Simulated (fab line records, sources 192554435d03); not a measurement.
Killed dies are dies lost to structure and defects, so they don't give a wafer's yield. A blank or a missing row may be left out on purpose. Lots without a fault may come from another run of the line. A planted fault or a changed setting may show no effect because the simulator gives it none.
Chamber matching | flow n5_finfet | N5_BEOL_M6_CURE_75 on uv_cure-03: 3 sister chambers
The step cures SiCOH lowk, time 120 s. 18 wafers are shown with their chamber, then 9 later ones without.

WAFERS WITH THEIR CHAMBER
wafer  | chamber | wafer_temp_C_max | lamp_power_pct (%)
L076.1 | 0       | 371.6            | 52.31
L076.2 | 0       | 371.3            | 52.38
L076.4 | 0       | 372.0            | 52.32
L078.1 | 2       | 372.7            | 52.30
L078.4 | 2       | 371.6            | 52.33
L078.6 | 2       | 371.9            | 52.31
L078.2 | 2       | 372.5            | 52.30
L078.3 | 2       | 371.6            | 52.29
L078.5 | 2       | 372.0            | 52.30
L084.1 | 1       | 371.2            | 52.24
L084.3 | 1       | 371.1            | 52.43
L084.6 | 1       | 370.6            | 52.36
L084.2 | 1       | 371.2            | 52.33
L084.4 | 1       | 371.5            | 52.27
L084.5 | 1       | 371.3            | 52.27
L086.2 | 0       | 371.9            | 52.32
L086.3 | 0       | 371.2            | 52.30
L086.4 | 0       | 371.6            | 52.28

SIGNATURES (means of the wafers above)
reading          | chamber 0 | chamber 1 | chamber 2 | scatter within a chamber
wafer_temp_C_max | 371.600   | 371.150   | 372.050   | 0.366
lamp_power_pct   | 52.3183   | 52.3167   | 52.3050   | 0.046
Rule: a wafer's distance from a chamber is the root of the sum, over the readings, of the square of ((its reading less the chamber's mean) divided by the reading's scatter). The wafer belongs to the nearest chamber; if the next one is less than 2 further off, it can't be placed. The scatter: the root of (the sum of the squares of (reading less its chamber's mean) over the shown wafers, divided by (wafers less chambers)).

WAFERS WITHOUT THEIR CHAMBER
wafer  | wafer_temp_C_max | lamp_power_pct (%)
L089.2 | 371.0            | 52.32
L089.3 | 370.9            | 52.36
L089.5 | 371.0            | 52.46
L087.1 | 371.0            | 52.25
L087.4 | 371.0            | 52.40
L087.6 | 371.0            | 52.30
L088.1 | 371.4            | 52.29
L088.2 | 370.9            | 52.34
L088.4 | 371.4            | 52.44

WHICH CHAMBER EACH WENT THROUGH
wafer  | from the rows above          | in truth
L089.2 | can't be placed: 1 or 0      | 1
L089.3 | can't be placed: 1 or 0      | 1
L089.5 | can't be placed: 1 or 0 or 2 | 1
L087.1 | can't be placed: 1 or 0 or 2 | 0
L087.4 | can't be placed: 1 or 0 or 2 | 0
L087.6 | can't be placed: 1 or 0      | 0
L088.1 | can't be placed: 0 or 1 or 2 | 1
L088.2 | can't be placed: 1 or 0      | 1
L088.4 | can't be placed: 0 or 1 or 2 | 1
Placed correctly: 0 of 9. Can't be placed from these rows: 9 (the true chamber is among the candidates in 9). Placed wrongly: 0.
